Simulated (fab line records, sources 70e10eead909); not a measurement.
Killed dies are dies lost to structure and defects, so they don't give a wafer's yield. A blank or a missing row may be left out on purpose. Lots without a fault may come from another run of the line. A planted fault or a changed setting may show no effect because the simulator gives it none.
Which tool did it? | flow nand_harc | 10 lots, 30 wafers sampled, at 3 steps of a route of 1159

WHAT THE GAUGES READ, wafer by wafer
NHARC_P_GATE_INSPECT_68.
lot  | measured     | on                | raw_defect_count
L693 | day 5 15:44  | defect_inspect-02 | 518 321 255
L692 | day 5 16:22  | defect_inspect-02 | 362 235 307
L694 | day 6 02:38  | defect_inspect-02 | 197 214 251
L696 | day 6 12:38  | defect_inspect-01 | 135 223 286
L698 | day 6 23:58  | defect_inspect-01 | 219 187 276
L701 | day 7 18:18  | defect_inspect-02 | 177 289 119
L709 | day 9 17:02  | defect_inspect-01 | 806 780 737 788 792 729
L711 | day 10 05:25 | defect_inspect-01 | 770 745 734 789 751 734
L713 | day 10 19:02 | defect_inspect-02 | 265 206 277
L714 | day 10 19:19 | defect_inspect-01 | 179 138 286

WHICH TOOL RAN EACH LOT (tool, then ch and the chambers of the sampled wafers, then the start)
lot  | NHARC_P_GATE_ETCH_114              | NHARC_P_GATE_ETCHBACK_37
L693 | rie_diel-13 ch 2,3, day 4 20:00    | rie_diel-01 ch 0,3, day 5 15:44 or earlier
L692 | rie_diel-01 ch 1,3, day 4 21:00    | rie_diel-01 ch 0,2,3, day 5 16:22 or earlier
L694 | rie_diel-01 ch 0,2, day 5 08:00    | rie_diel-01 ch 0,2, day 6 02:38 or earlier
L696 | rie_diel-01 ch 0,3, day 5 18:00    | rie_diel-13 ch 0,2, day 6 12:38 or earlier
L698 | rie_diel-13 ch 0,1,3, day 6 06:00  | rie_diel-03 ch 0,2,3, day 6 23:58 or earlier
L701 | rie_diel-13 ch 0,1, day 6 23:00    | rie_diel-13 ch 0,1,3, day 7 18:18 or earlier
L709 | rie_diel-03 ch 0,1,3, day 8 22:00  | rie_diel-13 ch 0,2,3, day 9 17:02 or earlier
L711 | rie_diel-03 ch 2,3, day 9 10:00    | rie_diel-13 ch 1,2,3, day 10 05:25 or earlier
L713 | rie_diel-13 ch 2,3, day 10 00:00   | rie_diel-13 ch 0,2, day 10 19:02 or earlier
L714 | rie_diel-13 ch 0,1,2, day 10 01:00 | rie_diel-03 ch 0,1,3, day 10 19:19 or earlier
- NHARC_P_GATE_ETCH_114: etches the open film in CF4/O2, target depth 30 nm, overetch 3 nm, time 16.5 s.
- NHARC_P_GATE_ETCHBACK_37: etches the open film in CHF3/O2, target depth 34.5 nm, time 17.2 s.

THE ANSWER, worked out from the rows above alone
Rule: what is usual is taken from the lots themselves. Put in order of their means at a reading, lots are off if they are a third of the lots or fewer, leave a main group of 4 or more, and stand apart from it by a gap of 3 or more times the standard deviation of the main group's means; of several such gaps the widest counts. A main group whose means are all the same, to the digits that the tables above print for the reading, isn't used. A lot without any number at a reading at which 4 lots or more have one is off too. The other lots that the step has rows for count as sound.
Off: L709, L711, at NHARC_P_GATE_INSPECT_68 (raw_defect_count). The main group: mean 247, standard deviation 54.
A tool fits if, at a process step before that reading, it ran every lot that is off, and no sound lot after the first of them. The gauges at NHARC_P_GATE_INSPECT_68 are tried like those tools. NHARC_P_GATE_ETCHBACK_37 gives no start for some lots, so the hours and the order of its lots are those of NHARC_P_GATE_INSPECT_68. One fits: rie_diel-03 at NHARC_P_GATE_ETCH_114. It ran no sound lot before its first lot that is off in this sample, so the start can't be narrowed down.

WHAT THE SIMULATOR HAD PUT IN
Chamber particle source: rie_diel-03, from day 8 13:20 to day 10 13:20, at NHARC_P_GATE_ETCH_114. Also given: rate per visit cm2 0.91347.
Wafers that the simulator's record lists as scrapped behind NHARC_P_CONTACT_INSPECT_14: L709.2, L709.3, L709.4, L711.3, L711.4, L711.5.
Lots struck among those shown: L709, L711. The rule above found the same.
